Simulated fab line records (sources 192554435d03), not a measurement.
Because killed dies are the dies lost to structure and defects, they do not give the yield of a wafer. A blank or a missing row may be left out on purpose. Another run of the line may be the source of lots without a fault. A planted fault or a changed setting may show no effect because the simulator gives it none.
A lot that was struck, set against a sound lot | flow n5Finfet | 43 out of 1938 route steps
Sound: the wafers L613.2, L613.3, L613.6. Struck: wafers L622.1, L622.2, L622.4. The cause is given at the end.
Each step with rows lists, per side, the tool, then ch with its chambers, then its first start. Under that, the readings that differ: sound wafers | struck wafers | difference of the means | sigmas: that difference in standard deviations of wafers without a fault.
alike: readings whose means differ by less than 2 such deviations, and words and numbers that are the same on both sides. not compared: withheld readings, readings that some wafer has no value for, bounds like >300 that may hide the same value, and numbers for which the record gives no deviation and whose values overlap.
Wherever a step has rows on one side only, a row that says differs or no value, or a row with sigmas, the two part there. Numbers that have no deviation but don't overlap get no sigmas and don't part them. A reading that every wafer of one side lacks parts them only if that side has two wafers or more.

first, 4 steps without rows for these wafers: N5_STI_FIN_REVEAL_ALD_14 (deposits Si3N4, target thk 3 nm); N5_STI_FIN_REVEAL_FCVD_FILL_01 (material SiO2 flowable, target thk 312 nm, time 512.2 s); N5_STI_FIN_REVEAL_DENSIFY_02 (time 1800 s); N5_STI_FIN_REVEAL_CMP_04 (polishes, stops on Si3N4, t overpolish 4 s, target thk 131.83 nm).
N5_STI_FIN_REVEAL_THK_MEAS_05:
  sound on filmMetro-01, day 4 15:32; struck on filmMetro-01, day 6 21:58
  alike: thkNm
N5_STI_FIN_REVEAL_DENSIFY_30:
  sound on rtpAnneal-02 ch 0, day 4 15:35; struck on rtpAnneal-01 ch 0, day 6 21:59
  alike: lampPowerPct, lamp_zone_4_pct
  not compared: wafer_temp_C_max
N5_STI_FIN_REVEAL_ETCHBACK_08: etches SiO2 in C4F6/O2, target depth 30.5 nm, time 10.167 s.
  sound on rieDiel-06 ch 2,3, day 4 15:46; struck on rieDiel-06 ch 1,3, day 6 22:29
  alike: drypumpMotorCurrentA, oesProductAu, rfVppV, showerheadPlenumPTorr, throttleValvePct
  not compared: rfHoursCounterH
then, 5 steps without rows for these wafers: N5_STI_FIN_REVEAL_STRIP_24 (strips in N2/H2, time 90 s); N5_STI_FIN_REVEAL_PRECLEAN_25 (cleans in SPM, time 90 s); N5_STI_FIN_REVEAL_PRECLEAN_26 (cleans in SC1, time 45 s); N5_STI_FIN_REVEAL_PRECLEAN_29 (cleans in DHF, time 30 s); N5_STI_FIN_REVEAL_SRD_12 (time 30 s).
N5_STI_FIN_REVEAL_RECESS_09: chemistry HF/NH3, target SiO2, afs cycles 11, target depth 42.5 nm, sublimation time 60 s.
  sound on vaporEtch-01 ch 0,1, day 4 16:01; struck on vaporEtch-01 ch 0,1, day 6 22:44
reading   | sound             | struck            | difference | sigmas
tempC (C) | 30.04 30.06 30.10 | 27.90 28.03 27.97 | -2.10      | -19
  alike: drypumpMotorCurrentA
then, 2 steps without rows for these wafers: N5_STI_FIN_REVEAL_STRIP_16 (strips SiNx in H3PO4, target depth 23.8 nm); N5_STI_FIN_REVEAL_PRECLEAN_17 (cleans in NF3:NH3, afs cycles 1, time 20 s, sublimation time 60 s).
N5_STI_FIN_REVEAL_ETCH_34: etches Si in H2, material Si, target depth 0.97 nm.
  sound on rieSi-01 ch 2,3, day 4 18:07; struck on rieSi-01 ch 0,1,3, day 7 00:49
  alike: drypumpMotorCurrentA, heBacksideLeakSccm, oesProductAu, throttleValvePct
  not compared: rfHoursCounterH
N5_STI_FIN_REVEAL_OXIDATION_31: chemistry O2 PLASMA REMOTE, time 20 s.
  sound on plasmaAsher-02 ch 0,1, day 4 18:10; struck on plasmaAsher-02 ch 0,1, day 7 01:06
  alike: drypumpMotorCurrentA, heaterPowerW
  not compared: rfHoursCounterH
then, 3 steps without rows for these wafers: N5_STI_FIN_REVEAL_PRECLEAN_32 (cleans in NF3:NH3, afs cycles 1, time 20 s, sublimation time 60 s); N5_STI_FIN_REVEAL_STRIP_35 (strips Si3N4 in H3PO4, target depth 4 nm, time 39 s); N5_STI_FIN_REVEAL_SRD_21 (time 30 s).
N5_STI_FIN_REVEAL_OXIDATION_33: chemistry O2 PLASMA REMOTE, time 20 s.
  sound on plasmaAsher-02 ch 0, day 4 18:34; struck on plasmaAsher-02 ch 0,1, day 7 01:28
  alike: drypumpMotorCurrentA, heaterPowerW
  not compared: rfHoursCounterH
then, 2 steps without rows for these wafers: N5_STI_FIN_REVEAL_CLEAN_19 (cleans in O3/DIW, time 120 s); N5_STI_FIN_REVEAL_SRD_23 (time 30 s).
N5_STI_FIN_REVEAL_CD_MEAS_22: target cd 6.238 nm, pitch 28 nm.
  sound on cdSem-02, day 4 18:44; struck on cdSem-03, day 7 01:37
  alike: cdNm
N5_STI_FIN_REVEAL_FIN_H_MEAS_10:
  sound on ocd-01, day 4 18:46; struck on ocd-02, day 7 01:39
reading            | sound          | struck         | difference | sigmas
trenchDepthNm (nm) | 51.1 52.0 51.6 | 54.9 55.2 54.8 | +3.4       | +5
then, 2 steps without rows for these wafers: N5_STI_FIN_REVEAL_PRECLEAN_18 (cleans in SC2, time 45 s); N5_STI_FIN_REVEAL_SRD_28 (time 30 s).
N5_STI_FIN_REVEAL_INSPECT_13: inspects for defects (darkfield).
  sound on defectInspect-01, day 4 18:51; struck on defectInspect-02, day 7 01:45
  alike: rawDefectCount
then, 7 steps without rows for these wafers: N5_DUMMY_GATE_PRECLEAN_00 (cleans in O3/DIW, time 60 s); N5_DUMMY_GATE_SRD_01 (time 30 s); N5_DUMMY_GATE_ALD_02 (deposits SiO2, target thk 2 nm, pulse time 1 s); N5_DUMMY_GATE_CVD_03 (deposits a-Si from SiH4, target thk 150 nm, time 8042 s); N5_DUMMY_GATE_PRECLEAN_46 (cleans in DIW, time 89.5 s); N5_DUMMY_GATE_SRD_47 (dry time 32 s); N5_DUMMY_GATE_CMP_04 (polishes a-Si).
N5_DUMMY_GATE_THK_MEAS_05:
  sound on filmMetro-02, day 4 23:15; struck on filmMetro-02, day 7 06:09
  alike: thkNm
then, 6 steps without rows for these wafers: N5_DUMMY_GATE_HM_DEP_06 (deposits SiNx from DCS/NH3, target thk 80 nm, time 5141 s); N5_DUMMY_GATE_PECVD_30 (deposits SiO2 from TEOS/O2, target thk 55 nm, time 10.8 s); N5_DUMMY_GATE_COAT_34 (time 60 s, resist thk 60 nm); N5_DUMMY_GATE_COAT_35 (time 60 s, resist thk 10 nm); N5_DUMMY_GATE_COAT_28 (time 60 s, resist thk 10 nm); N5_DUMMY_GATE_COAT_09 (resist thk 30 nm).
-- here the record skips 7 days between the struck wafers' starts before and after, leaving off in module DUMMY_GATE and picking up in module BEOL_M4 (first step shown: number 1111 of the route) --
N5_BEOL_M4_RC_MEAS_101:
  sound on prober-02 ch 0, day 11 02:38; struck on prober-02 ch 0, day 14 06:43
reading       | sound          | struck         | difference | sigmas
DIBL_N (mV/V) | 40.5 39.3 38.8 | 34.6 33.4 35.9 | -4.9       | -2
ION_N (uA/um) | 679 682 686    | 701 703 716    | +24        | +2
ION_P (uA/um) | 456 453 465    | 479 472 481    | +19        | +3
SS_N (mV/dec) | 72.6 72.3 72.7 | 71.1 70.5 71.6 | -1.5       | -2
  alike: DIBL_P, IOFF_N, IOFF_P, SS_P, VT_N, VT_P

== WHERE THEY PART ==
Last at N5_BEOL_M4_RC_MEAS_101 as far as this record goes, first at N5_STI_FIN_REVEAL_RECESS_09.

WHY: the cause the simulator had injected
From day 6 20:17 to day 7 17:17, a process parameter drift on vaporEtch-01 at N5_STI_FIN_REVEAL_RECESS_09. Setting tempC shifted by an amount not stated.
